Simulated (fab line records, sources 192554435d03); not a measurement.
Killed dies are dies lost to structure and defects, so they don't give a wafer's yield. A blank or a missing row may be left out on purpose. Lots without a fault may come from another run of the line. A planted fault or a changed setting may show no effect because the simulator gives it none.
A struck lot beside a sound one | flow n5_finfet | 37 steps out of a route of 1938
Sound: wafers L176.1, L176.2, L176.5. Struck: wafers L185.1, L185.4, L185.6. The cause comes at the end.
At each step with rows: each side's tool, then ch and its chambers, then its first start. Under that, the readings that differ: sound wafers | struck wafers | difference of the means | sigmas: that difference in standard deviations of wafers without a fault.
alike: readings whose means differ by less than 2 such deviations, and words and numbers that are the same on both sides. not compared: withheld readings, readings that some wafer has no value for, bounds like >300 that may hide the same value, and numbers for which the record gives no deviation and whose values overlap.
The two part at a step that has a row with sigmas, a row that says differs or no value, or rows on one side only. Numbers that don't overlap but have no deviation are shown without sigmas and don't part them. A reading that every wafer of one side lacks parts them only if that side has two wafers or more.

first, 8 steps without rows for these wafers: N5_BEOL_M5_ANNEAL_51 (time 90 s); N5_BEOL_M5_CMP_52 (polishes, stops on SiCOH lowk, t overpolish 6.9 s, target thk 62 nm); N5_BEOL_M5_PRE_CLEAN_77 (time 15 s); N5_BEOL_M5_CO_CAP_78 (material Co, precursor CCTBA/H2, target thk 2 nm, time 102.1 s); N5_BEOL_M5_PRE_CLEAN_55 (time 15 s); N5_BEOL_M5_DEP_56 (deposits SiCN from 3MS/NH3, target thk 8 nm, time 14 s); N5_BEOL_M6_ILD_DEP_00 (deposits SiCOH lowk from DEMS/porogen, target thk 179.75 nm, time 33.4 s); N5_BEOL_M6_CURE_74 (cures SiCOH lowk, time 240 s).
N5_BEOL_M6_PECVD_70: deposits SiO2 from TEOS/O2, target thk 20 nm, time 22.7 s.
  sound on pecvd-01 ch 0,1,2, day 10 15:47; struck on pecvd-01 ch 0,1,2, day 13 02:53
  reading                                    | sound      | struck       | difference | sigmas
  model.SiO2_of_BEOL_M6_PECVD_70.thk_nm (nm) | 20 20 20.2 | 30.8 31.4 31 | +11.0      |
  alike: heater_power_w, showerhead_plenum_p_Torr, throttle_valve_pct
then, 25 steps without rows for these wafers: N5_BEOL_M6_HM_DEP_02 (deposits TiN, target thk 20 nm); N5_BEOL_M6_COAT_59 (time 60 s, resist thk 100 nm); N5_BEOL_M6_COAT_60 (time 60 s, resist thk 35 nm); N5_BEOL_M6_COAT_05 (resist thk 90 nm); N5_BEOL_M6_EBR_07; N5_BEOL_M6_SOFTBAKE_06 (time 60 s); N5_BEOL_M6_EXPOSE_08 (exposes mask M6); N5_BEOL_M6_PEB_09 (peb time 60 s); N5_BEOL_M6_DEVELOP_10 (develop time 30 s); N5_BEOL_M6_DESCUM_16 (chemistry O2, time 7.9 s); N5_BEOL_M6_ETCH_61 (etches SiARC in CF4, target depth 45.5 nm, time 75.8 s); N5_BEOL_M6_ETCH_62 (etches SOC in N2/H2, target depth 110 nm, overetch 22 nm, time 165 s); N5_BEOL_M6_STRIP_68 (strips in N2/H2); N5_BEOL_M6_STRIP_67 (strips in CF4); N5_BEOL_M6_HM_OPEN_17 (chemistry Cl2/BCl3, target TiN, target depth 20 nm, overetch 6 nm); N5_BEOL_M6_STRIP_19 (strips in O2); N5_BEOL_M6_COAT_63 (time 60 s, resist thk 60 nm); N5_BEOL_M6_COAT_64 (time 60 s, resist thk 12 nm); N5_BEOL_M6_COAT_71 (time 60 s, resist thk 5 nm); N5_BEOL_M6_COAT_22 (resist thk 30 nm); N5_BEOL_M6_EBR_24; N5_BEOL_M6_SOFTBAKE_23 (time 60 s); N5_BEOL_M6_EXPOSE_25 (exposes mask V5, target cd 40 nm); N5_BEOL_M6_PEB_26 (peb time 60 s); N5_BEOL_M6_DEVELOP_27 (develop time 30 s).
N5_BEOL_M6_HM_STRIP_39: strips TiN in peroxide tin strip, target depth 25 nm, time 158 s.
  sound on wet_bench-01 ch 0,2,3, day 10 19:02; struck on wet_bench-02 ch 0,6,7, day 13 11:31
  reading                                    | sound        | struck         | difference | sigmas
  model.SiO2_of_BEOL_M6_PECVD_70.thk_nm (nm) | 19.8 19.8 20 | 30.6 31.2 30.8 | +11.0      |
N5_BEOL_M6_CMP_52: polishes, stops on SiCOH lowk, t overpolish 6.9 s, target thk 80 nm.
  sound on cmp-02 ch 0,1,2, day 10 21:55; struck on cmp-04 ch 0,2, day 13 13:43
  reading                      | sound             | struck            | difference | sigmas
  barrier_field_endpoint_s (s) | 28.2 28.0 28.0    | 42.6 44.4 43.7    | +15.5      | +18
  overpolish_run_s (s)         | 6.919 6.899 6.902 | 4.059 2.203 2.942 | -3.839     | -99 or more
  alike: motor_current_A
then, 1 step without rows for these wafers: N5_PASSIVATION_PROBE_49.

WHERE THEY PART
Only at N5_BEOL_M6_CMP_52, within this record.

WHY: what the simulator had put in
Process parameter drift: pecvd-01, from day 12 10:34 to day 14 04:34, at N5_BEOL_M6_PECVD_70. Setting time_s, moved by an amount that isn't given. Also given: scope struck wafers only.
